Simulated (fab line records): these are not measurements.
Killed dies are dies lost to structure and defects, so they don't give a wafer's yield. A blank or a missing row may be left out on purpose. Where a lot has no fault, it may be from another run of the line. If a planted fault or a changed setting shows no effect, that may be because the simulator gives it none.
Which tool was responsible? -- flow nand harc -- 11 lots with 33 wafers sampled at 7 steps, on a route of 1159 steps

== WHAT THE GAUGES SHOWED, per wafer ==
NHARC_A_ZERO_WELL_INSPECT_17.
lot,measured,on,raw defect count
L701,day 7 03:18,defect inspect-02,14 8 13
L702,day 7 16:03,defect inspect-01,2 12 3
L704,day 7 16:40,defect inspect-01,3 8 6
L706,day 8 16:54,defect inspect-02,1 9 3
L709,day 9 15:07,defect inspect-02,10 6 9
L710,day 9 18:16,defect inspect-02,8 6 31
L714,day 10 10:08,defect inspect-01,366 399 353
L716,day 10 17:27,defect inspect-01,17 6 12
L720,day 11 14:22,defect inspect-01,3 2 12
L719,day 11 14:46,defect inspect-02,396 371 382
L722,day 12 11:53,defect inspect-01,6 9 7

NHARC_A_SOURCE_PLATE_INSPECT_08.
lot,measured,on,raw defect count
L701,day 8 02:06,defect inspect-02,134 76 53
L702,day 8 12:29,defect inspect-01,69 85 91
L704,day 8 12:28,defect inspect-01,35 47 42
L706,day 9 14:44,defect inspect-02,36 36 47
L709,day 10 11:50,defect inspect-01,72 67 82
L710,day 10 11:50,defect inspect-02,23 44 63
L714,day 11 06:48,defect inspect-01,388 416 395
L716,day 11 14:50,defect inspect-02,49 44 41
L720,day 12 13:54,defect inspect-01,60 56 64
L719,day 12 13:54,defect inspect-02,438 401 424
L722,day 13 08:28,defect inspect-01,57 53 33

NHARC_A_ONON_D1_THK_MEAS_02: measures by ellipsometry.
lot,measured,on,thk nm (nm)
L701,day 8 02:40,film metro-02,1002 1003 1003
L702,day 8 13:05,film metro-02,984 987 984
L704,day 8 13:03,film metro-01,995 995 996
L706,day 9 15:18,film metro-02,1012 1012 1013
L709,day 10 12:26,film metro-01,1004 1006 1005
L710,day 10 12:25,film metro-01,1008 1010 1013
L714,day 11 07:43,film metro-01,1004 1006 1006
L716,day 11 15:25,film metro-02,1014 1011 1012
L720,day 12 14:29,film metro-02,995 995 996
L719,day 12 14:29,film metro-01,984 985 985
L722,day 13 09:22,film metro-01,987 985 986

NHARC_END_SORT_01.
lot,measured,on,killed at array,killed at other,killed at periphery,killed dies,killed open,killed short
L714,day 23 16:34,prober-02,88 80 64,1 0 0,1 2 3,90 82 67,4 5 4,3 3 1
L719,day 24 15:09,prober-02,93 75 62,1 0 1,4 1 1,98 76 64,6 1 3,1 3 1

== TOOL THAT RAN EACH LOT (tool first, then ch and the chambers of the sampled wafers, then the start) ==
lot,NHARC_P_BONDPAD_DESCUM_11,NHARC_P_BONDPAD_ETCH_24,NHARC_A_ZERO_WELL_PRECLEAN_00
L701,"rie diel-09 ch 0,1,2, day 6 21:47","rie diel-09 ch 1,2,3, day 7 01:05 or earlier","wet bench-05 ch 3,5,7, day 7 01:05"
L702,"rie diel-09 ch 0,2,3, day 7 10:43","rie diel-09 ch 0,1,2, day 7 13:57 or earlier","wet bench-05 ch 0,6,7, day 7 13:57"
L704,"rie diel-09 ch 1,2, day 7 11:15","rie diel-09 ch 0,1,2, day 7 14:26 or earlier","wet bench-05 ch 0,3,7, day 7 14:26"
L706,"rie diel-09 ch 1,2,3, day 8 11:34","rie diel-09 ch 0,3, day 8 14:42 or earlier","wet bench-05 ch 0,6,7, day 8 14:42"
L709,"rie diel-02 ch 0,2, day 9 09:40","rie diel-09 ch 1,2, day 9 12:55 or earlier","wet bench-05 ch 0,3,6, day 9 12:55"
L710,"rie diel-08 ch 0,1,2, day 9 12:49","rie diel-09 ch 0,2,3, day 9 16:01 or earlier","wet bench-06 ch 2,4,5, day 9 16:01"
L714,"rie diel-08 ch 1,2,3, day 10 04:29","rie diel-08 ch 1,2,3, day 10 08:00 or earlier","wet bench-05 ch 3,4,7, day 10 08:00"
L716,"rie diel-08 ch 1,2,3, day 10 12:02","rie diel-09 ch 0,2, day 10 15:14 or earlier","wet bench-02 ch 0,1,7, day 10 15:14"
L720,"rie diel-09 ch 0,1, day 11 09:01","rie diel-02 ch 0,1, day 11 12:08 or earlier","wet bench-06 ch 1,4,5, day 11 12:08"
L719,"rie diel-09 ch 0,1, day 11 09:22","rie diel-09 ch 0,2,3, day 11 12:32 or earlier","wet bench-05 ch 0,3,4, day 11 12:32"
L722,"rie diel-09 ch 0,2,3, day 12 06:15","rie diel-09 ch 0,3, day 12 09:25 or earlier","wet bench-06 ch 1,3,4, day 12 09:25"
- NHARC_P_BONDPAD_DESCUM_11: chemistry O2, time 3 s.
- NHARC_P_BONDPAD_ETCH_24: etches the open film in CF4/N2, target depth 30 nm, time 72.99 s.
- NHARC_A_ZERO_WELL_PRECLEAN_00: cleans in SPM, time 600 s.

== WHAT THE TOOLS THEMSELVES READ (means of the sampled wafers that have a number; where no wafer has one, the mark that the record gives instead) ==
NHARC_P_BONDPAD_DESCUM_11.
lot,tool,drypump motor current A (A),oes product au (a.u.),rf vpp V (V),showerhead plenum p Torr (Torr),throttle valve pct (%)
L701,rie diel-09,5.6,0.992,58.1,1.93,11.308
L702,rie diel-09,5.6,1.001,57.1,1.86,11.311
L704,rie diel-09,5.8,0.998,57.5,1.88,11.310
L706,rie diel-09,5.7,0.992,58.5,1.89,11.315
L709,rie diel-02,5.4,0.998,58.3,2.04,11.305
L710,rie diel-08,5.5,1.006,57.1,1.87,11.311
L714,rie diel-08,5.6,1.004,57.7,1.88,11.320
L716,rie diel-08,5.6,0.999,57.4,1.88,11.298
L720,rie diel-09,5.6,0.998,58.3,2.01,11.314
L719,rie diel-09,5.6,0.995,59.1,2.01,11.305
L722,rie diel-09,5.6,1.004,57.9,1.85,11.302

NHARC_P_BONDPAD_ETCH_24.
lot,tool,cf4 flow sccm (sccm),drypump motor current A (A),n2 flow sccm (sccm),oes product au (a.u.),rf vpp V (V),showerhead plenum p Torr (Torr),throttle valve pct (%)
L701,rie diel-09,49.88,5.69,99.86,0.995,312.9,2.60,19.796
L702,rie diel-09,49.92,5.64,100.14,0.993,314.5,2.65,19.794
L704,rie diel-09,49.78,5.64,100.19,0.997,315.2,2.65,19.798
L706,rie diel-09,49.93,5.45,99.87,1.006,314.1,2.62,19.797
L709,rie diel-09,49.97,5.75,99.78,1.004,314.4,2.70,19.789
L710,rie diel-09,50.03,5.58,99.99,0.994,313.7,2.55,19.796
L714,rie diel-08,50.05,5.61,99.96,0.999,313.8,2.58,19.789
L716,rie diel-09,50.12,5.51,100.22,1.001,314.4,2.60,19.799
L720,rie diel-02,49.97,5.00,99.80,0.987,315.6,2.71,19.782
L719,rie diel-09,49.96,5.57,99.96,0.999,313.9,2.55,19.804
L722,rie diel-09,49.96,5.51,99.99,0.995,313.0,2.56,19.792

== THE ANSWER, worked out from the rows above alone ==
Rule: the usual values come from the lots themselves. The widest of any qualifying gaps counts: lots, ordered by their means at a reading, are off when they make up no more than a third of the lots, leave a main group of 4 or more, and stand apart from it by 3 or more times the standard deviation of that group's means. Not used: any main group whose means are identical at the precision the tables above print for the reading. Also off: a lot with no number at a reading for which 4 or more lots have one. The other lots that the step has rows for count as sound. First the gauges in route order, then the tools' own readings, where a lot's mean is used as printed above. The first step at which some lot is off is used, and at that step the reading that is off furthest; a lot without a number counts as furthest.
Off at NHARC_A_ZERO_WELL_INSPECT_17 (raw defect count): L714, L719. For the main group the mean is 8 and the standard deviation 3.4.
If a tool, at a process step before that reading, ran all the lots that are off and no sound lot after the first of them, it fits. The gauges at NHARC_A_ZERO_WELL_INSPECT_17 are tried like those tools. NHARC_P_BONDPAD_ETCH_24: start missing for some lots; hours and lot order therefore follow NHARC_A_ZERO_WELL_PRECLEAN_00. One fits: NHARC_A_ZERO_WELL_PRECLEAN_00 on wet bench-05. A fault onset in the window from L709 (day 9 12:55, its last sound lot) to L714 (day 10 08:00, its first lot off) fits.

== WHAT THE SIMULATOR PUT IN ==
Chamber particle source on wet bench-05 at NHARC_A_ZERO_WELL_PRECLEAN_00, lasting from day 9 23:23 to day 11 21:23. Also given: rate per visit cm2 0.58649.
Lots struck among those shown: L714, L719. The rule above reached the same finding.
